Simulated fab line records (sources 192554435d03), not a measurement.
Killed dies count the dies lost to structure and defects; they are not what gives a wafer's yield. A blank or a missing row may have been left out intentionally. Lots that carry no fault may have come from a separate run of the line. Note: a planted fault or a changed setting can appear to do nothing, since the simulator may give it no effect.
Split-lot experiment	flow n5Finfet	39 wafers read from 7 lots, route of 1938 steps

== ABOUT THE SPLIT ==
At N5_BEOL_M14_ILD_DEP_00 (deposits SiO2 from TEOS/O2, target thk 1119.3 nm, time 237.4 s), the setting targetThkA was moved away from the recipe's 11193 angstrom on 12 of the 39 wafers read, by -56.6% to +53.7%. This setting was run at the recipe's value on the other wafers.

The file shows no step between the split and the reading.

== THE READING ==
At N5_BEOL_M14_THK_MEAS_01: M14_ILD_THK, given in nm. On this fab line, fault-free wafers typically give 1125 nm with a standard deviation of 15 nm.

wafer	tool, chamber at the split	targetThkA as run, angstrom	against the recipe	M14_ILD_THK, nm	against lot-mates on the recipe
L074.1	pecvd-02, 1	11193	recipe	1102	-
L074.2	pecvd-02, 0	9094	-18.8%	904	-204
L074.3	pecvd-02, 2	11193	recipe	1104	-
L074.4	pecvd-02, 1	11193	recipe	1118	-
L074.5	pecvd-02, 2	9094	-18.8%	923	-185
L074.6	pecvd-02, 0	9094	-18.8%	920	-188
L077.1	pecvd-03, 1	11193	recipe	1120	-
L077.2	pecvd-03, 0	11193	recipe	1097	-
L077.3	pecvd-03, 2	11193	recipe	1126	-
L077.4	pecvd-03, 1,0	11193	recipe	1129	-
L077.5	pecvd-03, 2	11193	recipe	1138	-
L077.6	pecvd-03, 1,0	11193	recipe	1129	-
L083.4	pecvd-02, 0	11193	recipe	1135	-
L083.5	pecvd-02, 2	11193	recipe	1138	-
L083.6	pecvd-02, 1	11193	recipe	1121	-
L086.1	pecvd-02, 0	17200	+53.7%	1700	+581
L086.2	pecvd-02, 2	17200	+53.7%	1717	+598
L086.3	pecvd-02, 1	11193	recipe	1099	-
L086.4	pecvd-02, 2	11193	recipe	1136	-
L086.5	pecvd-02, 1	11193	recipe	1121	-
L086.6	pecvd-02, 0	17200	+53.7%	1736	+617
L091.1	pecvd-01, 0	11193	recipe	1112	-
L091.2	pecvd-01, 2	11193	recipe	1119	-
L091.3	pecvd-01, 1	4861	-56.6%	489	-632
L091.4	pecvd-01, 0	4861	-56.6%	490	-631
L091.5	pecvd-01, 1	11193	recipe	1133	-
L091.6	pecvd-01, 2	4861	-56.6%	492	-629
L090.1	pecvd-01, 2	11193	recipe	1121	-
L090.2	pecvd-01, 1	8529	-23.8%	831	-290
L090.3	pecvd-01, 0	8529	-23.8%	833	-288
L090.4	pecvd-01, 0	11193	recipe	1107	-
L090.5	pecvd-01, 2	11193	recipe	1134	-
L090.6	pecvd-01, 1	8529	-23.8%	873	-248
L095.1	pecvd-03, 2	11193	recipe	1148	-
L095.2	pecvd-03, 1	11193	recipe	1119	-
L095.3	pecvd-03, 0	11193	recipe	1143	-
L095.4	pecvd-03, 2	11193	recipe	1156	-
L095.5	pecvd-03, 1	11193	recipe	1134	-
L095.6	pecvd-03, 0	11193	recipe	1154	-
If several chambers appear in one row, that row covers several wafers at once and the file leaves open which wafer was in which chamber.

FIT RESULTS
A straight line over all 39 wafers: M14_ILD_THK changes by +11.2 nm for each +1% of targetThkA; r = +1.00; the points scatter about the line by 16 nm.
The same after taking each lot's own level away (the mean of its wafers on the recipe; 39 wafers): +11.1 nm for each +1%; r = +1.00; scatter 13 nm.
That fit puts the effect of the largest move of targetThkA on the reading at 6.3e+02 nm.
Across the lots, their own levels run from 1108.0 to 1142.3 nm, a range of 2.3 times the standard deviation given above.
Hence the lot-to-lot level has little effect on the slope; both slopes agree.
Check: for one of the wafers moved furthest among these (-56.6%), held out of the fit, the line's prediction against its lot-mates is -630 nm. It came out at -632 nm against them.

== THESE WAFERS: OTHER SPLITS ==
Before the reading, these wafers also passed through other splits. Each is held against what the fit with the lots' levels taken away leaves over:
other split on the same wafers	wafers away from the commonest value	r with M14_ILD_THK (lot level and that fit taken away)
N5_BEOL_M8_DEVELOP_10 developTimeS	15	+0.07

== THE WHOLE CHAIN: every reading that the file lists as answering this split, in the file's order ==
step	what it does	reading	change (the file's fit)	r (the file's)
N5_BEOL_M14_ILD_DEP_00	deposits SiO2 from TEOS/O2, target thk 1119.3 nm, time 237.4 s	SiO2_of_BEOL_M14_ILD_DEP_00.thkNm (the simulator's own value, which no gauge read)	+11.1 nm for each +1% of the setting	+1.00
N5_BEOL_M14_THK_MEAS_01		M14_ILD_THK	+11.1 for each +1% of the setting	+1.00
N5_BEOL_M14_VIA_ETCH_16	etches SiO2 in C4F8/O2/Ar, target depth 1231.3 nm	etch.depthNm (the simulator's own value, which no gauge read)	+11.1 nm for each +1% of the setting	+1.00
N5_BEOL_M14_VIA_ETCH_16	etches SiO2 in C4F8/O2/Ar, target depth 1231.3 nm	coat_of_BEOL_M14_COAT_04.thkNm (the simulator's own value, which no gauge read)	-2.64 nm for each +1% of the setting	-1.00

== THE FILE'S OWN FIT ==
M14_ILD_THK changes by +11.1 nm for each +1% of targetThkA, r = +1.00.
